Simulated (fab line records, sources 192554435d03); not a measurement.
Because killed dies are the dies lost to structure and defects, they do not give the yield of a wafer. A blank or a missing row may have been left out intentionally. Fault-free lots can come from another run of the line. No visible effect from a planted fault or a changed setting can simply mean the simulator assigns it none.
Code-filled problem report in 8D (eight disciplines) form ; flow n5Finfet ; the parts of the form that need people (team, actions taken, sign-off) are left out

## 1. PROBLEM STATEMENT
Mean of trenchDepthNm at N5_BEOL_M1_OCD_MEAS_38: 85.7 nm across 4 wafers in 3 lots; on wafers with no fault it is 55.0 nm (standard deviation 1.1). Relative to the usual mean, that is a shift of +28 standard deviations.
Seen first at day 10 06:32 on ocd-02, wafer L937.2. The record holds 25 wafers of 9 lots with a number at this step. By rule, "out" or "out of limits" means more than 4 standard deviations away from the usual mean. The other wafers with a number count as sound.

## 2. WHAT IT IS; WHAT IT IS NOT
question;is;is not
which readings at this step;trenchDepthNm;-
which lots;L937, L938, L939;L921, L926, L932, L941, L942, L943
which wafers of those lots;L937.2, L937.4, L938.2, L939.2;L938.6, L939.5, L939.6
read on which gauges;ocd-01, ocd-02;-
when;from day 10 06:32;"up to then (9 sound wafers); but 12 sound wafers of L938, L939, L941, L942, L943 came after"

## 3. SUSPECTS, AND WHAT RULES EACH OUT
Counting: if a tool at a process step up to the reading ran every lot that is out, it stays a suspect. Sound lots after the first of them don't rule it out here, since some wafers of a struck lot are sound.
- the gauge at N5_BEOL_M1_OCD_MEAS_38 has been ruled out. Those wafers that are out were read across 2 gauges (ocd-01, ocd-02).
- rieDiel-05 at N5_BEOL_M1_ETCH_70 (etches SOC in N2/H2, target depth 80 nm, overetch 16 nm, time 120 s): kept. It ran every lot that is out, first L937 (day 10 06:10); its last sound lot up to then is L926 (day 7 19:37).
- rieDiel-05 at N5_BEOL_M1_TRENCH_ETCH_37 (etches SiOC in C4F6/O2, target depth 55.207 nm, time 29 s): kept. It ran every lot that is out, first L937 (day 10 06:22); its last sound lot up to then is L926 (day 7 19:49).
The count leaves rieDiel-05 at N5_BEOL_M1_TRENCH_ETCH_37 and rieDiel-05 at N5_BEOL_M1_ETCH_70.

## 4. THE CAUSE (what the simulator had put in)
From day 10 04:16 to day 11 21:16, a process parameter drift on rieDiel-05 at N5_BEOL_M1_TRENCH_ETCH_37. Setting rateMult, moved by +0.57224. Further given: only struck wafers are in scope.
Counting leaves 2 suspects; this tool is one of them.

## 5. THE CHAIN OF EFFECTS, in route order
Each row: a reading where the mean over the struck wafers with a number is more than 3 standard deviations away from the usual. Readings are gone through only where the record gives a usual standard deviation; hours: the median, over the lots, of the time from a lot's start at the first step in this table giving one to that lot's start at this step; sigmas: the change measured in usual standard deviations.
hours;step;reading;usual;on struck wafers;change;sigmas
0;N5_BEOL_M1_TRENCH_ETCH_37;oesProductAu;0.78 a.u.;1.13;+0.35;+5.5
0;N5_BEOL_M1_OCD_MEAS_38;trenchDepthNm;55.0 nm;85.7;+30.7;+28
156;N5_PASSIVATION_PROBE_49;defectLimitedYield;91.1 %;9.2;-81.8;-58
156;N5_PASSIVATION_PROBE_49;killed_at_M0_to_M3;32;996;+964;+99 or more
156;N5_PASSIVATION_PROBE_49;killedDies;104;1071;+967;+57
156;N5_PASSIVATION_PROBE_49;killedOnRim;14;138;+124;+32
156;N5_PASSIVATION_PROBE_49;sortNPass;1075;109;-966;-57
156;N5_PASSIVATION_PROBE_49;sortYieldPct;91.1 %;9.2;-81.8;-58
Its process steps:
- N5_BEOL_M1_TRENCH_ETCH_37: etches SiOC in C4F6/O2, target depth 55.207 nm, time 29 s.
- N5_PASSIVATION_PROBE_49

## 6. WHAT WOULD HAVE CAUGHT IT SOONER
2 hours passed between the start of the fault at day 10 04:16 and the first reading out of limits at a measuring or inspecting step in this record, taken at day 10 06:32.
The tool's own readings at N5_BEOL_M1_TRENCH_ETCH_37 were out on some of the struck wafers (oesProductAu): an alarm limit on them would have fired on those.
Among the 3 lots that are out, L938, L939 began N5_BEOL_M1_TRENCH_ETCH_37 on rieDiel-05 after day 10 06:32. A hold on the tool at that time would have spared those 2.
